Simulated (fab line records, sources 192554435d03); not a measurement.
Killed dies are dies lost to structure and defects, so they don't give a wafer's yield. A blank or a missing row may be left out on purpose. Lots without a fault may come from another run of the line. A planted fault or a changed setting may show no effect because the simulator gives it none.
Which tool did it? | flow n5_finfet | 10 lots, 28 wafers sampled, at 5 steps of a route of 1938

WHAT THE GAUGES READ, wafer by wafer
N5_BEOL_M4_RC_MEAS_101. Usual: DIBL_N 36.0 mV/V, standard deviation 1.7; DIBL_P 36.2 mV/V, standard deviation 1.9; IOFF_N 0.154 nA/um, standard deviation 0.028; IOFF_P 0.21 nA/um, standard deviation 0.036; ION_N 675 uA/um, standard deviation 11; ION_P 463 uA/um, standard deviation 8.3; SS_N 71.4 mV/dec, standard deviation 0.63; SS_P 73.2 mV/dec, standard deviation 0.55; VT_N 250.2 mV, standard deviation 3; VT_P -251 mV, standard deviation 3.7.
lot  | measured     | on        | DIBL_N (mV/V)  | DIBL_P (mV/V)  | IOFF_N (nA/um)    | IOFF_P (nA/um) | ION_N (uA/um) | ION_P (uA/um) | SS_N (mV/dec)  | SS_P (mV/dec)  | VT_N (mV)         | VT_P (mV)      | flag
L113 | day 13 19:13 | prober-01 | 34.5 36.8 37.0 | 35.1 38.3 39.3 | 0.143 0.181 0.202 | 0.19 0.23 0.26 | 664 683 688   | 458 470 469   | 71.8 71.7 72.3 | 73.2 74.0 73.5 | 250.0 249.0 244.7 | -254 -251 -247 |
L117 | day 12 00:50 | prober-02 | 34.7 35.7 35.7 | 35.6 36.4 36.5 | 0.134 0.155 0.146 | 0.18 0.20 0.19 | 666 679 674   | 460 461 465   | 71.4 71.4 71.2 | 72.7 72.8 72.5 | 252.2 248.9 249.6 | -252 -251 -251 |
L118 | day 12 05:21 | prober-01 | 36.9 35.5 36.7 | 37.4 35.5 36.4 | 0.154 0.126 0.142 | 0.20 0.18 0.18 | 673 660 670   | 455 455 455   | 71.7 72.1 71.4 | 73.4 72.6 73.1 | 252.1 252.8 250.3 | -252 -252 -254 |
L120 | day 12 18:04 | prober-02 | 35.3 37.6 35.9 | 34.8 36.5 35.5 | 0.139 0.168 0.142 | 0.19 0.21 0.19 | 680 674 670   | 463 459 453   | 71.2 72.3 71.2 | 73.5 73.3 73.5 | 248.6 250.2 251.0 | -253 -250 -254 |
L121 | day 13 03:38 | prober-02 | 38.4 36.0 37.1 | 38.3 35.2 35.5 | 0.186 0.135 0.162 | 0.21 0.17 0.18 | 689 667 677   | 457 452 456   | 71.5 71.5 71.9 | 73.9 73.1 73.5 | 247.5 250.2 250.1 | -252 -253 -255 |
L124 | day 13 08:44 | prober-02 | 33.4 36.1 36.1 | 33.4 36.3 36.0 | 0.116 0.161 0.152 | 0.18 0.22 0.21 | 651 667 667   | 457 461 459   | 70.2 71.7 72.3 | 72.5 73.4 72.6 | 254.3 250.3 252.9 | -250 -248 -251 |
L127 | day 14 04:01 | prober-01 | 35.8 34.4 33.4 | 35.0 34.3 32.6 | 0.147 0.138 0.119 | 0.18 0.18 0.16 | 667 684 667   | 456 466 449   | 71.2 71.4 71.3 | 73.4 73.2 72.6 | 253.0 249.5 257.5 | -254 -255 -255 |
L128 | day 14 18:20 | prober-01 | 34.8 32.6 35.5 | 35.1 32.5 35.8 | 0.140 0.105 0.151 | 0.18 0.15 0.20 | 665 658 662   | 452 454 457   | 71.5 70.6 70.9 | 73.5 73.3 73.1 | 250.6 256.1 249.8 | -255 -255 -253 |
L130 | day 15 03:50 | prober-01 | 37.6 36.6      | 37.2 35.7      | 0.167 0.150       | 0.23 0.22      | 667 673       | 467 466       | 71.5 71.1      | 73.9 72.9      | 250.3 251.3       | -249 -248      |
L131 | day 15 06:22 | prober-01 | 35.8 36.0      | 35.9 36.7      | 0.150 0.158       | 0.18 0.20      | 663 665       | 453 462       | 71.1 71.2      | 72.5 72.8      | 251.4 247.5       | -251 -249      |

WHICH TOOL RAN EACH LOT (tool, then ch and the chambers of the sampled wafers, then the start)
lot  | N5_HKMG_FIN_ALD_71                 | N5_HKMG_FIN_ETCHBACK_68          | N5_HKMG_FIN_ALD_72           | N5_HKMG_FIN_W_FILL_22
L113 | ald_metal-02 ch 0,1,3, day 4 20:49 | rie_metal-01 ch 0,1, day 4 21:25 | cvd_w-02 ch 0,1, day 4 22:17 | cvd_w-02 ch 0,1, day 4 22:20
L117 | ald_metal-04 ch 0,1,2, day 5 19:27 | rie_metal-01 ch 0, day 5 20:01   | cvd_w-01 ch 0,1, day 5 21:03 | cvd_w-01 ch 0,1, day 5 21:07
L118 | ald_metal-04 ch 0,3, day 6 00:29   | rie_metal-01 ch 0,1, day 6 01:18 | cvd_w-02 ch 0,1, day 6 02:11 | cvd_w-02 ch 0,1, day 6 02:15
L120 | ald_metal-01 ch 2,3, day 6 09:06   | rie_metal-03 ch 0,1, day 6 09:40 | cvd_w-02 ch 0,1, day 6 10:33 | cvd_w-02 ch 0,1, day 6 10:37
L121 | ald_metal-02 ch 1,2,3, day 6 15:42 | rie_metal-03 ch 0,1, day 6 16:16 | cvd_w-01 ch 0,1, day 6 17:08 | cvd_w-01 ch 0,1, day 6 17:13
L124 | ald_metal-01 ch 0,2, day 7 11:54   | rie_metal-03 ch 0,1, day 7 12:29 | cvd_w-01 ch 0,1, day 7 13:22 | cvd_w-01 ch 0,1, day 7 13:25
L127 | ald_metal-04 ch 0,1,3, day 8 06:57 | rie_metal-03 ch 0,1, day 8 07:31 | cvd_w-01 ch 0,1, day 8 08:24 | cvd_w-01 ch 0,1, day 8 08:28
L128 | ald_metal-01 ch 1,2,3, day 8 10:43 | rie_metal-02 ch 0,1, day 8 11:21 | cvd_w-01 ch 0,1, day 8 12:14 | cvd_w-01 ch 0,1, day 8 12:18
L130 | ald_metal-01 ch 0,3, day 9 03:56   | rie_metal-03 ch 0,1, day 9 04:30 | cvd_w-01 ch 0,1, day 9 05:23 | cvd_w-01 ch 0,1, day 9 05:27
L131 | ald_metal-02 ch 0,2, day 9 07:15   | rie_metal-02 ch 0,1, day 9 07:49 | cvd_w-01 ch 0,1, day 9 08:41 | cvd_w-01 ch 0,1, day 9 08:45
- N5_HKMG_FIN_ALD_71: deposits TiN, target thk 1 nm, pulse time 1 s, purge time 3 s.
- N5_HKMG_FIN_ETCHBACK_68: etches the open film in Cl2/Ar, stops on HfO2, target depth 0.5 nm.
- N5_HKMG_FIN_ALD_72: deposits W, target thk 2 nm, pulse time 1 s, purge time 2 s.
- N5_HKMG_FIN_W_FILL_22: material W, target thk 60 nm, time 18.2 s.

WHAT THE TOOLS THEMSELVES READ (means of the sampled wafers that have a number; where no wafer has one, the mark that the record gives instead)
N5_HKMG_FIN_ALD_71. Usual: heater_power_w 881 W, standard deviation 87; precursor_pulse_height_rel 0.995, standard deviation 0.02.
lot  | tool         | heater_power_w (W) | precursor_pulse_height_rel | flag
L113 | ald_metal-02 | 952                | 0.997                      |
L117 | ald_metal-04 | 892                | 0.985                      |
L118 | ald_metal-04 | 922                | 0.994                      |
L120 | ald_metal-01 | 856                | 0.981                      |
L121 | ald_metal-02 | 913                | 0.990                      |
L124 | ald_metal-01 | 873                | 0.991                      |
L127 | ald_metal-04 | 840                | 0.999                      |
L128 | ald_metal-01 | 853                | 1.009                      |
L130 | ald_metal-01 | 811                | 0.990                      |
L131 | ald_metal-02 | 940                | 1.002                      |

N5_HKMG_FIN_ETCHBACK_68. Usual: drypump_motor_current_A 5.8 A, standard deviation 0.42; oes_product_au 0.79 a.u., standard deviation 0.085; throttle_valve_pct 20.82 %, standard deviation 0.28.
lot  | tool         | drypump_motor_current_A (A) | oes_product_au (a.u.) | throttle_valve_pct (%) | flag
L113 | rie_metal-01 | 6.0                         | 0.78                  | 21.07                  |
L117 | rie_metal-01 | 5.9                         | 0.78                  | 20.75                  |
L118 | rie_metal-01 | 6.0                         | 0.77                  | 21.07                  |
L120 | rie_metal-03 | 6.2                         | 0.79                  | 20.85                  |
L121 | rie_metal-03 | 6.2                         | 0.79                  | 20.84                  |
L124 | rie_metal-03 | 6.1                         | 0.70                  | 20.90                  |
L127 | rie_metal-03 | 6.1                         | 0.69                  | 20.91                  |
L128 | rie_metal-02 | 5.6                         | 0.85                  | 20.73                  |
L130 | rie_metal-03 | 6.2                         | 0.73                  | 20.89                  |
L131 | rie_metal-02 | 5.5                         | 0.84                  | 20.64                  |

N5_HKMG_FIN_ALD_72. Usual: heater_power_w 472 W, standard deviation 30; precursor_pulse_height_rel 1.000, standard deviation 0.021.
lot  | tool     | heater_power_w (W) | precursor_pulse_height_rel | flag
L113 | cvd_w-02 | 440                | 1.013                      |
L117 | cvd_w-01 | 501                | 0.992                      |
L118 | cvd_w-02 | 441                | 0.986                      |
L120 | cvd_w-02 | 445                | 0.995                      |
L121 | cvd_w-01 | 484                | 1.007                      |
L124 | cvd_w-01 | 476                | 0.988                      |
L127 | cvd_w-01 | 481                | 0.988                      |
L128 | cvd_w-01 | 476                | 1.009                      |
L130 | cvd_w-01 | 485                | 0.988                      |
L131 | cvd_w-01 | 484                | 0.993                      |

N5_HKMG_FIN_W_FILL_22. Usual: heater_power_w 843 W, standard deviation 52; throttle_valve_pct 19.2 %, standard deviation 0.69.
lot  | tool     | heater_power_w (W) | throttle_valve_pct (%) | flag
L113 | cvd_w-02 | 788                | 18.9                   |
L117 | cvd_w-01 | 883                | 19.1                   |
L118 | cvd_w-02 | 790                | 19.0                   |
L120 | cvd_w-02 | 801                | 19.0                   |
L121 | cvd_w-01 | 875                | 19.1                   |
L124 | cvd_w-01 | 852                | 19.4                   |
L127 | cvd_w-01 | 867                | 19.3                   |
L128 | cvd_w-01 | 859                | 19.3                   |
L130 | cvd_w-01 | 860                | 19.4                   |
L131 | cvd_w-01 | 872                | 19.4                   |

THE ANSWER, worked out from the rows above alone
Rule: a lot is off if the mean of its wafers that have a number lies more than 3 standard deviations from the usual mean. A lot without any number at a reading at which 4 lots or more have one is off too. The other lots that the step has rows for count as sound. The gauges are gone through in route order, then the tools' own readings, and for those a lot's mean is taken as printed above. The first step at which some lot is off is used, and at that step the reading that is off furthest; a lot without a number counts as furthest.
No lot is off at any reading shown: from this, nothing can be told.

WHAT THE SIMULATOR HAD PUT IN
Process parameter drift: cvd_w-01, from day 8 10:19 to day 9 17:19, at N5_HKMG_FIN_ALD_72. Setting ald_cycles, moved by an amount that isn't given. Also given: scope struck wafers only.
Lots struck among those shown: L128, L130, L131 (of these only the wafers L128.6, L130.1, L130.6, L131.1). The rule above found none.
